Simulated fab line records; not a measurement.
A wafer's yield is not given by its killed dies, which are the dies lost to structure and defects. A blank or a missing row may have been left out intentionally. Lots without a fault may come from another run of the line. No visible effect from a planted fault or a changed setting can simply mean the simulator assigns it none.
Chamber matching | flow n5 finfet | N5_BEOL_M14_STRIP_37 on rie diel-06 has 4 sister chambers
The step strips in O2. 16 wafers are shown with their chamber, then 8 later ones without.

## WAFERS WITH THEIR CHAMBER
wafer  | chamber | drypump motor current A (A) | showerhead plenum p Torr (Torr) | throttle valve pct (%)
L077.2 | 2       | 5.5                         | 2.12                            | 16.93
L077.5 | 0       | 5.5                         | 2.24                            | 16.56
L077.6 | 1       | 4.9                         | 2.10                            | 16.47
L079.2 | 1       | 4.9                         | 2.10                            | 16.51
L079.5 | 3       | 5.3                         | 2.05                            | 16.31
L079.6 | 0       | 5.5                         | 2.23                            | 16.56
L084.1 | 0       | 5.5                         | 2.23                            | 16.59
L084.5 | 2       | 5.5                         | 2.11                            | 16.97
L084.6 | 1       | 5.0                         | 2.09                            | 16.49
L086.1 | 2       | 5.5                         | 2.11                            | 16.99
L086.5 | 0       | 5.5                         | 2.23                            | 16.61
L086.6 | 3       | 5.3                         | 2.05                            | 16.34
L087.1 | 3       | 5.3                         | 2.05                            | 16.37
L087.2 | 1       | 4.9                         | 2.09                            | 16.51
L087.3 | 0       | 5.5                         | 2.23                            | 16.59
L087.4 | 2       | 5.5                         | 2.11                            | 16.95

SIGNATURES, as means of the wafers listed above
reading                  | chamber 0 | chamber 1 | chamber 2 | chamber 3 | scatter within a chamber
drypump motor current A  | 5.500     | 4.925     | 5.500     | 5.300     | 0.025
showerhead plenum p Torr | 2.2320    | 2.0950    | 2.1125    | 2.0500    | 0.00461
throttle valve pct       | 16.5820   | 16.4950   | 16.9600   | 16.3400   | 0.0238
Rule: for each reading, subtract the chamber's mean from the wafer's reading, divide by that reading's scatter and square the result; add these up over the readings and take the root, which gives the wafer's distance from the chamber. The wafer belongs to the nearest chamber; if the next one is less than 2 further off, it can't be placed. How the scatter is found: for the shown wafers, subtract from each reading the mean of its chamber, square and add these, divide the total by (wafers less chambers), then take the root.

## WAFERS WITHOUT THEIR CHAMBER
wafer  | drypump motor current A (A) | showerhead plenum p Torr (Torr) | throttle valve pct (%)
L087.5 | 5.5                         | 2.11                            | 16.99
L087.6 | 5.3                         | 2.05                            | 16.33
L095.2 | 5.3                         | 2.04                            | 16.41
L095.3 | 4.9                         | 2.09                            | 16.55
L095.4 | 5.5                         | 2.11                            | 17.02
L097.1 | 4.9                         | 2.08                            | 16.60
L097.5 | 5.3                         | 2.04                            | 16.40
L097.6 | 5.5                         | 2.10                            | 17.06

## WHICH CHAMBER EACH WENT THROUGH
wafer  | from the rows above | in truth
L087.5 | 2                   | 2
L087.6 | 3                   | 3
L095.2 | 3                   | 3
L095.3 | 1                   | 1
L095.4 | 2                   | 2
L097.1 | 1                   | 1
L097.5 | 3                   | 3
L097.6 | 2                   | 2
8 of 8 placed correctly. Number that these rows cannot place: 0. Wrongly placed: 0.
